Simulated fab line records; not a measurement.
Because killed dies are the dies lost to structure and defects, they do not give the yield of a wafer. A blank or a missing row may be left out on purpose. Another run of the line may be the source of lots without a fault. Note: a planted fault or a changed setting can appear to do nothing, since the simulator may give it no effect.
fab line records	flow n5_finfet
record lots=9	wafers=25	last_day=19
route steps=1938 shown BEOL_M6@1240 BEOL_M7@1278 PASSIVATION@1936
lots that met no fault: from a run of the same line without faults
start_h: hours from the record's first day to the start of the lot's first wafer shown	wait_h: hours from the lot's prior step to this one	" as in the row above	L1.1+2: several wafers, shown together as one row	- no value present, or no start provided	* or withheld: withheld	< > ~ a bound
route shown NAME@n: a module of which the file shows steps, and the number in the route of the first	usual: mean/standard deviation taken from wafers without a fault	same: alike in all rows	chamber/n: place in a boat	sites: the reading at each site	_std_site: how widely they spread, as a standard deviation	_edge_site: inner sites' mean taken away from outer sites' mean	radius_mm: how far each site lies from the wafer's centre	mask NAME#n: copy n	behind: the tool/chamber that last shaped the wafer	hold: cause of the lot's hold/its duration in hours/its outcome	device: transistor that didn't switch, given as n, p or np	end of line: the route-end tests of the same wafers	a step given without rows: its recipe and nothing more	killed: dies that structure and defects cost at the first sort, which is not the same as the wafer's yield	map: dies across one wafer; x = killed, . = not, _ = none there
set.NAME: the setting as run; set.NAME@STEP: as run at that earlier step	model.NAME: the simulator's own value behind a step, which no gauge read
a sample of lots followed through the steps of the route, with each step as a table and each wafer as a row
services: from which hour (start_h, from the record's first day; less than 0 if before it) a tool's chamber was out of use, for how many hours, and why
## steps
# step N5_BEOL_M6_ETCH_41
# recipe chemistry=CH3F/O2	target=SiCN	target_depth_a=297	taper_deg=2	time_s=52	ion_energy_ev=120	mask_material=TiN	pressure_mtorr=30	source_w=395	bias_w=75	Ar_flow_sccm=150	CH3F_flow_sccm=30	O2_flow_sccm=20
# usual chamber_pressure_mTorr=30.001/0.029	drypump_motor_current_A=5.8/0.39	mfc_ar_sccm=150.0/0.48	oes_product_au=0.79/0.097	rf_fwd_power_W=390.6/1.3	rf_vpp_V=297.7/1.8	showerhead_plenum_p_Torr=2.02/0.079	throttle_valve_pct=16.33/0.27
lot.wafer	tool	chamber	start_h	wait_h	chamber_pressure_mTorr	drypump_motor_current_A	mfc_ar_sccm	oes_product_au	rf_fwd_power_W	rf_hours_counter_h	rf_vpp_V	showerhead_plenum_p_Torr	throttle_valve_pct
L344.1	rie_diel-05	1	-	-	30.010	5.5	149.8	0.67	390.1	231	295.6	1.96	16.50
L344.3	"	0	"	"	30.041	6.1	150.0	0.69	390.7	238	294.3	1.89	16.30
L346.1	rie_diel-01	1	-	-	29.969	6.1	150.2	0.88	387.7	45	298.2	2.04	16.10
L346.2	"	2	"	"	29.985	5.5	149.8	0.87	391.9	50	299.0	2.03	16.12
L346.5	"	1	"	"	29.965	6.1	149.9	0.88	390.0	-	297.6	2.04	16.10
L351.2	rie_diel-05	2	-	-	30.007	6.1	150.4	0.72	390.2	190	298.6	2.07	16.58
L351.5	"	3	"	"	29.981	6.1	150.7	0.71	391.6	-	293.9	1.89	16.32
L351.6	"	2	"	"	30.002	6.1	150.4	0.73	390.1	-	299.7	2.07	16.57
L352.1	rie_diel-03	1	-	-	29.982	6.1	151.1	0.96	392.2	9	297.0	1.96	15.68
L352.2	"	0	"	"	30.019	6.2	149.6	0.68	389.8	225	298.2	2.06	16.63
L352.5	"	0	"	"	29.997	6.2	150.2	0.68	389.5	-	298.9	2.06	16.61
L358.1	rie_diel-03	0	-	-	29.973	6.2	149.9	0.66	390.4	243	298.7	2.05	16.64
L358.3	"	1	"	"	30.011	6.1	150.3	0.90	390.9	27	295.1	1.95	15.71
L358.5	"	3	"	"	30.008	5.2	150.3	0.68	389.9	-	294.9	1.89	16.67
L361.2	rie_diel-01	0	-	-	29.947	5.1	149.6	0.75	391.8	136	299.9	2.08	16.30
L361.4	"	3	"	"	30.004	5.7	150.6	0.86	391.8	46	299.7	2.13	16.58
L362.1	rie_diel-01	3	-	-	30.021	5.7	149.8	0.86	391.1	55	300.8	2.12	16.60
L362.2	"	0	"	"	30.010	5.1	150.3	0.74	390.9	145	298.1	2.08	16.34
L362.6	"	1	"	"	29.988	6.1	150.5	0.84	390.4	-	298.7	2.03	16.16
L367.1	rie_diel-01	0	-	-	29.970	5.2	150.5	0.74	391.2	158	299.3	2.07	16.36
L367.3	"	3	"	"	29.968	5.7	149.4	0.83	388.8	67	301.4	2.12	16.63
L367.6	"	1	"	"	30.017	6.1	149.9	0.82	391.3	-	296.5	2.02	16.20
L365.2	rie_diel-05	0	-	-	29.941	6.1	148.8	0.85	389.6	50	298.0	2.12	15.97
L365.3	"	1	"	"	30.050	5.5	150.1	0.87	392.1	32	297.5	1.95	16.09
L365.6	"	0	"	"	30.020	6.1	149.3	0.85	390.7	-	300.4	2.12	15.96
# step N5_BEOL_M6_STRIP_80
# recipe chemistry=N2/H2	time_s=10	power_w=450	temp_c=40	pressure_mtorr=20	rf_frequency_hz=6e+07	bias_power_w=7	n2_flow_sccm=200	h2_flow_sccm=200
# usual chamber_pressure_mTorr=20.001/0.017	drypump_motor_current_A=5.8/0.39	oes_product_au=0.79/0.096	rf_vpp_V=59.3/0.82	showerhead_plenum_p_Torr=2.56/0.1	throttle_valve_pct=23.59/0.23
lot.wafer	tool	chamber	start_h	wait_h	chamber_pressure_mTorr	drypump_motor_current_A	oes_product_au	rf_hours_counter_h	rf_vpp_V	showerhead_plenum_p_Torr	throttle_valve_pct
L344.1	rie_diel-05	1	-	-	19.966	5.5	0.67	231	58.6	2.49	23.64
L344.3	"	0	"	"	20.008	6.1	0.69	238	59.7	2.39	23.54
L346.1	rie_diel-01	1	-	-	19.993	6.1	0.88	45	59.3	2.59	23.44
L346.2	"	2	"	"	19.983	5.5	0.87	50	58.8	2.59	23.55
L346.5	"	1	"	"	20.017	6.1	0.88	-	58.6	2.58	23.43
L351.2	rie_diel-05	2	-	-	19.996	6.2	0.72	190	59.2	2.63	23.78
L351.5	"	3	"	"	20.010	6.1	0.71	-	57.8	2.40	23.43
L351.6	"	2	"	"	19.985	6.1	0.72	-	59.6	2.63	23.78
L352.1	rie_diel-03	1	-	-	19.997	6.1	0.97	9	59.6	2.50	23.08
L352.2	"	0	"	"	20.012	6.2	0.69	225	57.9	2.61	23.83
L352.5	"	0	"	"	19.999	6.2	0.69	-	59.7	2.61	23.85
L358.1	rie_diel-03	0	-	-	19.990	6.2	0.66	244	59.2	2.60	23.85
L358.3	"	1	"	"	20.016	6.1	0.90	27	60.2	2.49	23.10
L358.5	"	3	"	"	20.022	5.1	0.68	-	58.5	2.39	23.74
L361.2	rie_diel-01	0	-	-	20.032	5.2	0.77	136	59.9	2.65	23.57
L361.4	"	3	"	"	20.026	5.7	0.87	46	60.9	2.70	24.02
L362.1	rie_diel-01	3	-	-	20.026	5.6	0.86	55	59.1	2.69	24.04
L362.2	"	0	"	"	20.001	5.2	0.76	145	58.6	2.64	23.57
L362.6	"	1	"	"	20.013	6.1	0.83	-	59.8	2.57	23.47
L367.1	rie_diel-01	0	-	-	19.985	5.2	0.74	158	60.0	2.64	23.60
L367.3	"	3	"	"	19.969	5.7	0.84	67	61.6	2.69	24.06
L367.6	"	1	"	"	20.001	6.1	0.81	-	58.9	2.56	23.49
L365.2	rie_diel-05	0	-	-	20.019	6.1	0.85	50	59.8	2.69	23.30
L365.3	"	1	"	"	19.996	5.5	0.87	32	59.2	2.46	23.27
L365.6	"	0	"	"	19.992	6.1	0.84	-	59.2	2.69	23.29
# step N5_BEOL_M6_SPUTTER_48
# recipe material=Cu	target_thk_a=100	temp_c=-20	bias_v=60	power_w=26000	chamber_pressure_pa=0.13	time_s=1.667
# usual cathode_dc_power_W=26000/4.8	chuck_gas_flow_sccm=1.26/0.049	throttle_valve_pct=30.3/1.3
lot.wafer	tool	chamber	start_h	wait_h	cathode_dc_power_W	chuck_gas_flow_sccm	throttle_valve_pct
L344.1	pvd_sputter-02	-	188.65	1.7	26001	1.18	30.3
L344.3	"	-	"	"	25995	1.20	30.2
L346.1	pvd_sputter-03	-	197.51	0.1	25999	1.26	27.6
L346.2	"	-	"	"	26003	1.25	30.5
L346.5	"	-	"	"	26001	1.30	30.4
L351.2	pvd_sputter-01	-	228.15	0.2	25995	1.22	31.3
L351.5	"	-	"	"	25994	1.33	31.4
L351.6	"	-	"	"	26004	1.13	31.2
L352.1	pvd_sputter-02	-	228.22	0.2	25998	1.32	31.7
L352.2	"	-	"	"	26013	1.31	30.6
L352.5	"	-	"	"	25996	1.24	30.6
L358.1	pvd_sputter-03	-	284.59	0.1	26003	1.26	28.9
L358.3	"	-	"	"	26008	1.27	30.2
L358.5	"	-	"	"	26010	1.26	29.1
L361.2	pvd_sputter-01	-	287.97	0.1	25998	1.17	30.9
L361.4	"	-	"	"	25999	1.33	32.3
L362.1	pvd_sputter-01	-	314.70	0.2	25999	1.15	31.3
L362.2	"	-	"	"	26008	1.31	32.7
L362.6	"	-	"	"	25997	1.23	32.7
L367.1	pvd_sputter-02	-	356.23	0.1	26006	1.29	30.4
L367.3	"	-	"	"	25989	1.26	31.7
L367.6	"	-	"	"	26000	1.27	30.1
L365.2	pvd_sputter-02	-	366.41	0.1	25992	1.23	30.7
L365.3	"	-	"	"	25995	1.20	30.0
L365.6	"	-	"	"	25995	1.27	30.3
# step N5_BEOL_M6_DEP_56
# recipe material=SiCN	target_thk_a=100	temp_c=withheld	precursor=3MS/NH3	pressure_torr=3	rf_w=202	time_s=17.5
# usual chamber_pressure_Torr=3.000/0.0063	rf_fwd_power_W=199.9/0.75	showerhead_plenum_p_Torr=3.669/0.017	throttle_valve_pct=9.2/0.7
lot.wafer	tool	chamber	start_h	wait_h	chamber_pressure_Torr	rf_fwd_power_W	showerhead_plenum_p_Torr	throttle_valve_pct
L344.1	pecvd-04	0	189.57	0.0	2.998	200.2	3.652	10.3
L344.3	"	2	"	"	3.004	199.9	3.679	8.8
L346.1	pecvd-04	0	198.38	0.0	3.004	199.3	3.649	10.2
L346.2	"	2	"	"	2.998	200.4	3.673	8.9
L346.5	"	1	"	"	3.001	200.2	3.657	9.5
L351.2	pecvd-04	2	229.01	0.0	2.994	200.4	3.670	9.1
L351.5	"	2	"	"	2.996	201.2	3.671	9.0
L351.6	"	1	"	"	2.992	198.8	3.655	9.9
L352.1	pecvd-01	2	229.30	0.0	3.004	199.6	3.676	8.1
L352.2	"	1	"	"	2.993	199.1	3.675	8.6
L352.5	"	2	"	"	3.011	199.3	3.672	8.4
L358.1	pecvd-01	2	285.51	0.0	2.992	199.2	3.670	8.3
L358.3	"	0	"	"	2.988	200.5	3.649	9.0
L358.5	"	0	"	"	3.005	201.0	3.656	9.2
L361.2	pecvd-03	2	288.85	0.0	2.996	199.4	3.666	7.9
L361.4	"	0	"	"	3.005	200.1	3.697	9.9
L362.1	pecvd-04	1	315.58	0.0	3.005	200.4	3.662	9.7
L362.2	"	0	"	"	2.992	199.9	3.648	10.3
L362.6	"	1	"	"	2.997	199.7	3.646	9.5
L367.1	pecvd-04	1	357.27	0.0	2.991	199.8	3.644	9.5
L367.3	"	0	"	"	2.997	200.5	3.650	10.0
L367.6	"	1	"	"	2.995	199.8	3.657	9.7
L365.2	pecvd-04	0	367.38	0.0	3.007	199.1	3.650	10.2
L365.3	"	2	"	"	3.004	199.7	3.672	8.9
L365.6	"	0	"	"	3.002	199.5	3.650	10.1
# step N5_BEOL_M6_INSPECT_58
# recipe inspect_instrument=darkfield	mode=post_dep
# usual raw_defect_count=69/20
lot.wafer	tool	chamber	start_h	wait_h	raw_defect_count
L344.1	defect_inspect-02	-	189.67	0.0	83
L344.3	"	-	"	"	73
L346.1	defect_inspect-01	-	198.47	0.0	46
L346.2	"	-	"	"	60
L346.5	"	-	"	"	28
L351.2	defect_inspect-02	-	229.11	0.0	64
L351.5	"	-	"	"	86
L351.6	"	-	"	"	552
L352.1	defect_inspect-01	-	229.39	0.0	71
L352.2	"	-	"	"	102
L352.5	"	-	"	"	85
L358.1	defect_inspect-02	-	285.61	0.0	89
L358.3	"	-	"	"	65
L358.5	"	-	"	"	86
L361.2	defect_inspect-02	-	288.94	0.0	76
L361.4	"	-	"	"	51
L362.1	defect_inspect-01	-	315.69	0.0	47
L362.2	"	-	"	"	70
L362.6	"	-	"	"	85
L367.1	defect_inspect-01	-	357.36	0.0	107
L367.3	"	-	"	"	56
L367.6	"	-	"	"	104
L365.2	defect_inspect-02	-	367.48	0.0	86
L365.3	"	-	"	"	93
L365.6	"	-	"	"	73
# step N5_BEOL_M7_INSPECT_13
# recipe mode=adi	inspect_instrument=brightfield
# usual raw_defect_count=420/97
lot.wafer	tool	chamber	start_h	wait_h	raw_defect_count
L344.1	defect_inspect-02	-	191.38	0.0	659
L344.3	"	-	"	"	483
L346.1	defect_inspect-01	-	201.43	0.0	323
L346.2	"	-	"	"	449
L346.5	"	-	"	"	251
L351.2	defect_inspect-02	-	231.82	0.0	457
L351.5	"	-	"	"	500
L351.6	"	-	"	"	919
L352.1	defect_inspect-01	-	231.90	0.0	388
L352.2	"	-	"	"	394
L352.5	"	-	"	"	563
L358.1	defect_inspect-02	-	288.32	0.0	421
L358.3	"	-	"	"	473
L358.5	"	-	"	"	394
L361.2	defect_inspect-02	-	290.35	0.0	395
L361.4	"	-	"	"	397
L362.1	defect_inspect-01	-	318.98	0.0	396
L362.2	"	-	"	"	425
L362.6	"	-	"	"	398
L367.1	defect_inspect-01	-	360.00	0.0	541
L367.3	"	-	"	"	423
L367.6	"	-	"	"	486
L365.2	defect_inspect-01	-	372.02	0.0	386
L365.3	"	-	"	"	464
L365.6	"	-	"	"	334
# step N5_BEOL_M7_INSPECT_30
# recipe mode=adi	inspect_instrument=brightfield
# usual raw_defect_count=422/90
lot.wafer	tool	chamber	start_h	wait_h	raw_defect_count
L344.1	defect_inspect-02	-	193.67	0.1	638
L344.3	"	-	"	"	448
L346.1	defect_inspect-02	-	203.93	0.1	350
L346.2	"	-	"	"	478
L346.5	"	-	"	"	276
L352.1	defect_inspect-02	-	234.41	0.1	405
L352.2	"	-	"	"	469
L352.5	"	-	"	"	624
L351.2	defect_inspect-01	-	234.58	0.0	460
L351.5	"	-	"	"	497
L351.6	"	-	"	"	906
L358.1	defect_inspect-01	-	290.49	0.1	376
L358.3	"	-	"	"	438
L358.5	"	-	"	"	380
L361.2	defect_inspect-02	-	294.40	0.0	403
L361.4	"	-	"	"	400
L362.1	defect_inspect-02	-	323.80	0.1	452
L362.2	"	-	"	"	478
L362.6	"	-	"	"	457
L367.1	defect_inspect-02	-	362.83	0.1	560
L367.3	"	-	"	"	476
L367.6	"	-	"	"	508
L365.2	defect_inspect-01	-	379.07	0.0	368
L365.3	"	-	"	"	489
L365.6	"	-	"	"	366
# step N5_PASSIVATION_PROBE_49
# usual defect_limited_yield=91.3/1.7	killed_at_M0_to_M3=33/9.9	killed_at_M4_up=14/6.4	killed_at_contacts=12/7	killed_at_front_end=41/13	killed_at_other=3.1/2.9	killed_dies=103/20	killed_open=67/14	killed_short=34/9.4	sort_bin_5_function=5.1/1.1	sort_bin_6_memory=3.2/0.79	sort_n_pass=1077/21	sort_yield_pct=91.2/1.7
# same gross_dies=1180	killed_at_back_side=0	sort_bin_4_leakage[%]=0	sort_bin_8_speed[%]=0
lot.wafer	tool	chamber	start_h	wait_h	defect_limited_yield[%]	killed_at_M0_to_M3	killed_at_M4_up	killed_at_contacts	killed_at_front_end	killed_at_other	killed_dies	killed_open	killed_short	sort_bin_5_function[%]	sort_bin_6_memory[%]	sort_n_pass	sort_yield_pct[%]
L351.2	prober-02	-	302.92	0.1	92.8	38	7	3	36	1	85	50	34	3.7	3.1	1095	92.8
L351.5	prober-02	-	303.07	0.2	91.3	33	14	5	50	1	103	67	36	5.2	3.2	1077	91.3
L351.6	prober-02	-	303.12	0.3	85.5	23	95	15	36	2	171	53	33	8.2	4.5	1009	85.5
L352.1	prober-01	-	304.99	0.0	90.7	27	16	6	55	6	110	58	48	5.9	2.9	1070	90.7
L352.2	prober-01	-	305.04	0.1	92.5	37	5	9	37	1	89	47	40	4.6	2.8	1091	92.5
L352.5	prober-01	-	305.19	0.2	91.9	27	8	6	49	6	96	54	40	5.2	2.7	1084	91.9
L361.2	prober-02	-	378.25	0.1	91.5	34	14	16	34	2	100	70	28	4.7	3.6	1080	91.5
L361.4	prober-02	-	378.35	0.2	90.6	34	16	7	44	10	111	69	38	5.0	3.9	1069	90.6
L367.1	prober-02	-	461.80	0.0	91.0	34	22	5	40	5	106	68	32	5.5	2.8	1074	91.0
L367.3	prober-02	-	461.90	0.1	91.0	20	22	4	53	7	106	80	23	4.3	4.4	1074	91.0
L367.6	prober-02	-	462.05	0.3	90.8	40	21	8	33	7	109	74	31	4.7	4.1	1071	90.8
# killed by level:class
L351.2 FIN_SAQP:geometric_particle:short=12 BEOL_M1:geometric_particle:open=10 BEOL_M3:geometric_particle:open=8 FIN_SAQP:geometric_particle:open=6 STI_FIN_REVEAL:geometric_particle:open=6 BEOL_M0_SAQP:geometric_particle:short=5 BEOL_M0_SAQP:geometric_particle:open=4 MOL_CONTACT_COAG:geometric_particle:open=3
L351.5 FIN_SAQP:geometric_particle:short=17 FIN_SAQP:geometric_particle:open=11 BEOL_M1:geometric_particle:open=10 BEOL_M2:geometric_particle:open=7 BEOL_M3:geometric_particle:open=6 STI_FIN_REVEAL:geometric_particle:open=5 BEOL_M4:geometric_particle:open=4 STARTING-WAFER:geometric_particle:open=4
L351.6 BEOL_M6:unspecified=83 FIN_SAQP:geometric_particle:short=14 MOL_CONTACT_COAG:geometric_particle:open=12 BEOL_M3:geometric_particle:open=6 BEOL_M2:geometric_particle:open=6 BEOL_M6:geometric_particle:open=6 STI_FIN_REVEAL:geometric_particle:open=4 BEOL_M1:geometric_particle:open=4
L352.1 FIN_SAQP:geometric_particle:short=19 FIN_SAQP:geometric_particle:open=7 STI_FIN_REVEAL:geometric_particle:open=6 BEOL_M0_SAQP:geometric_particle:open=6 BEOL_M4:geometric_particle:open=6 SPACER0:geometric_particle:open=5 MOL_CONTACT_COAG:geometric_particle:open=5 BEOL_M1:geometric_particle:open=5
L352.2 GATE_CUT:geometric_particle:short=10 BEOL_M0_SAQP:geometric_particle:open=7 BEOL_M3:geometric_particle:open=7 MOL_CONTACT_COAG:geometric_particle:open=6 BEOL_M1:geometric_particle:open=6 BEOL_M0_SAQP:geometric_particle:short=5 BEOL_M2:geometric_particle:open=5 BEOL_M1:geometric_particle:short=4
L352.5 STI_FIN_REVEAL:geometric_particle:open=16 FIN_SAQP:geometric_particle:short=13 MOL_CONTACT_COAG:geometric_particle:open=6 BEOL_M3:geometric_particle:open=6 BEOL_M4:geometric_particle:short=5 DUMMY_GATE:geometric_particle:open=4 BEOL_M0_SAQP:geometric_particle:open=4 BEOL_M1:geometric_particle:open=4
L361.2 MOL_CONTACT_COAG:geometric_particle:open=14 BEOL_M3:geometric_particle:open=9 STI_FIN_REVEAL:geometric_particle:open=9 BEOL_M0_SAQP:geometric_particle:short=7 BEOL_M0_SAQP:geometric_particle:open=6 BEOL_M4:geometric_particle:open=6 FIN_SAQP:geometric_particle:open=5 FIN_SAQP:geometric_particle:short=4
L361.4 FIN_SAQP:geometric_particle:short=15 BEOL_M0_SAQP:geometric_particle:open=10 FIN_SAQP:geometric_particle:open=7 STI_FIN_REVEAL:geometric_particle:open=7 MOL_CONTACT_COAG:geometric_particle:open=7 BEOL_M0_SAQP:geometric_particle:short=7 BEOL_M4:geometric_particle:open=7 BEOL_M3:geometric_particle:open=6
L367.1 BEOL_M3:geometric_particle:open=11 BEOL_M4:geometric_particle:open=11 STI_FIN_REVEAL:geometric_particle:open=8 BEOL_M0_SAQP:geometric_particle:short=7 BEOL_M0_SAQP:geometric_particle:open=7 FIN_SAQP:geometric_particle:short=5 HKMG_FIN:area_etch=5 FIN_SAQP:geometric_particle:open=4
L367.3 FIN_SAQP:geometric_particle:open=24 STI_FIN_REVEAL:geometric_particle:open=12 BEOL_M4:geometric_particle:open=7 FIN_SAQP:geometric_particle:short=6 BEOL_M0_SAQP:geometric_particle:open=6 BEOL_M2:geometric_particle:open=6 GATE_CUT:geometric_particle:short=4 MOL_CONTACT_COAG:geometric_particle:open=4
L367.6 BEOL_M0_SAQP:geometric_particle:open=16 STI_FIN_REVEAL:geometric_particle:open=10 BEOL_M4:geometric_particle:open=9 FIN_SAQP:geometric_particle:open=6 BEOL_M1:geometric_particle:open=6 MOL_CONTACT_COAG:geometric_particle:open=6 BEOL_M2:geometric_particle:open=5 BEOL_M3:geometric_particle:open=5
## services
tool	chamber	start_h	hours	kind
pecvd-04	0	165.96	12.2	repair
rie_diel-05	0	175.21	1.2	repair
pecvd-03	-	189.70	2.8	pm
rie_diel-01	-	216.73	1.2	repair
rie_diel-05	0	218.65	-	clean
rie_diel-05	0	218.65	-	consumable_replace:focus_ring
rie_diel-05	0	218.65	-	consumable_replace:showerhead
pecvd-04	0	231.97	6.2	repair
rie_diel-05	1	237.91	6.5	repair
rie_diel-05	1	244.59	-	clean
rie_diel-05	1	244.59	-	consumable_replace:focus_ring
rie_diel-05	1	244.59	22.0	scheduled_down
rie_diel-05	1	244.59	22.0	vent_cycle
rie_diel-03	0	258.93	7.9	repair
rie_diel-03	1	266.71	8.6	repair
pvd_sputter-02	-	269.38	29.2	repair
pecvd-04	1	281.92	2.1	scheduled_down
rie_diel-03	1	289.50	8.2	repair
rie_diel-05	3	299.94	-	clean
rie_diel-05	1	308.63	4.9	repair
rie_diel-03	2	309.62	9.7	repair
pecvd-04	2	311.99	5.5	scheduled_down
rie_diel-05	1	329.31	1.2	repair
pvd_sputter-03	-	355.87	6.6	repair
## key
first_sign step=N5_BEOL_M6_INSPECT_58	reading=raw_defect_count	direction=up	sigmas=24	usual=69	struck=552
effect step=N5_BEOL_M7_INSPECT_13	reading=raw_defect_count	direction=up	sigmas=5.1	usual=420	struck=919
effect step=N5_BEOL_M7_INSPECT_30	reading=raw_defect_count	direction=up	sigmas=5.4	usual=422	struck=906
effect step=N5_PASSIVATION_PROBE_49	reading=killed_at_M4_up	direction=up	sigmas=13	usual=14	struck=95
more_kills_born_at N5_BEOL_M6_DEP_56@pecvd-04=83
met_at N5_BEOL_M6_DEP_56
struck_lots L351
struck_wafers L351.6
not_acting_at N5_BEOL_M6_ETCH_41,N5_BEOL_M6_STRIP_80,N5_BEOL_M6_SPUTTER_48
onset_between 198.38 229.01
fault kind=chamber_particle_source	tool=pecvd-04	chamber=1	onset_h=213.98	steps=N5_BEOL_M6_DEP_56	rate_per_visit_cm2=0.73182	end_h=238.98
